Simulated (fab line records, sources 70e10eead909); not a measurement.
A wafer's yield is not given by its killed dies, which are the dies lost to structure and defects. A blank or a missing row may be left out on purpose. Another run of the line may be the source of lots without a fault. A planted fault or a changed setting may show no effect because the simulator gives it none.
Shared-tool check | flow nandHarc | Sample size 2 lots and 6 wafers

== WHY THIS WAS OPENED ==
At NHARC_END_SORT_01 the reading killedAtPeriphery is flagged on 2 of 2 lots. No-fault wafers: 3.5, standard deviation 2.5.
Rule: a lot gets a flag if all its wafers with a number sit over 4 standard deviations from that mean, or if no wafer of it has a number. As for the other lots, they are considered sound.

lot  | measured     | on        | killedAtPeriphery, wafer by wafer | flag
L663 | day 29 22:08 | prober-01 | 38 97 29                          | FLAGGED
L664 | day 30 10:13 | prober-02 | 34 98 30                          | FLAGGED
Average over the flagged lots: 54.3; offset from the usual +50.8, equal to +20 standard deviations.

== EACH LOT AND THE TOOL IT RAN ON ==
Before the reading, the record contains 4 process steps out of a 1302-step route. Every cell lists first the tool, next ch and the chambers used by the sampled wafers, and last the start.
lot  | flag    | NHARC_P_STI_HDPCVD_20         | NHARC_A_BONDPAD_ETCH_24                    | NHARC_A_BONDPAD_DEGAS_25    | NHARC_THIN_TSV_ETCHBACK_48
L663 | FLAGGED | hdpcvd-01 ch 0,1, day 8 16:49 | rieDiel-08 ch 1,2, day 28 15:29 or earlier | pvdSputter-02, day 28 15:29 | rieDiel-03 ch 0,1, day 29 07:43
L664 | FLAGGED | hdpcvd-01 ch 0,1, day 9 06:40 | rieDiel-08 ch 0,1,2, day 29 02:10          | pvdSputter-02, day 29 02:34 | rieDiel-09 ch 0,2,3, day 29 19:04
What these steps do:
- NHARC_P_STI_HDPCVD_20: deposits SiO2.
- NHARC_A_BONDPAD_ETCH_24: etches the open film in CF4/N2, target depth 30 nm, time 72.99 s.
- NHARC_A_BONDPAD_DEGAS_25: time 60 s.
- NHARC_THIN_TSV_ETCHBACK_48: etches the open film in C4F8/Ar, target depth 1028.5 nm, time 405.17 s.
- NHARC_END_SORT_01

== FLAGGED AGAINST TOTAL, ONE TOOL AT A TIME (gauges that did the reading follow at the end) ==
step                       | tool          | lots run | flagged | share of the flagged lots | sound lots run after its first flagged lot
NHARC_P_STI_HDPCVD_20      | hdpcvd-01     | 2        | 2       | all                       | 0
NHARC_A_BONDPAD_ETCH_24    | rieDiel-08    | 2        | 2       | all                       | 0
NHARC_A_BONDPAD_DEGAS_25   | pvdSputter-02 | 2        | 2       | all                       | 0
NHARC_THIN_TSV_ETCHBACK_48 | rieDiel-03    | 1        | 1       | some                      | 0
NHARC_THIN_TSV_ETCHBACK_48 | rieDiel-09    | 1        | 1       | some                      | 0
NHARC_END_SORT_01          | prober-01     | 1        | 1       | some                      | 0
NHARC_END_SORT_01          | prober-02     | 1        | 1       | some                      | 0
NHARC_A_BONDPAD_ETCH_24 gives no start for some lots, so the hours and the order of its lots are those of NHARC_A_BONDPAD_DEGAS_25.

== THE TABLE: WHAT IT ALLOWS ==
Every flagged lot was run by 3 rows of the table: hdpcvd-01 at NHARC_P_STI_HDPCVD_20, rieDiel-08 at NHARC_A_BONDPAD_ETCH_24 and pvdSputter-02 at NHARC_A_BONDPAD_DEGAS_25.
- hdpcvd-01 at NHARC_P_STI_HDPCVD_20: 2 of its 2 lots flagged. Because this sample shows no sound lot run on it before its first flagged lot, the start cannot be pinned down more closely.
- rieDiel-08 at NHARC_A_BONDPAD_ETCH_24: 2 of its 2 lots flagged. Because this sample shows no sound lot run on it before its first flagged lot, the start cannot be pinned down more closely.
- pvdSputter-02 at NHARC_A_BONDPAD_DEGAS_25: 2 of its 2 lots flagged. Because this sample shows no sound lot run on it before its first flagged lot, the start cannot be pinned down more closely.
A lot count leaves these 3 tools indistinguishable: every one of them fits a fault beginning at some hour. More lots, or a look at what each step does to the wafer, might.

== WHAT WAS PUT IN BY THE SIMULATOR ==
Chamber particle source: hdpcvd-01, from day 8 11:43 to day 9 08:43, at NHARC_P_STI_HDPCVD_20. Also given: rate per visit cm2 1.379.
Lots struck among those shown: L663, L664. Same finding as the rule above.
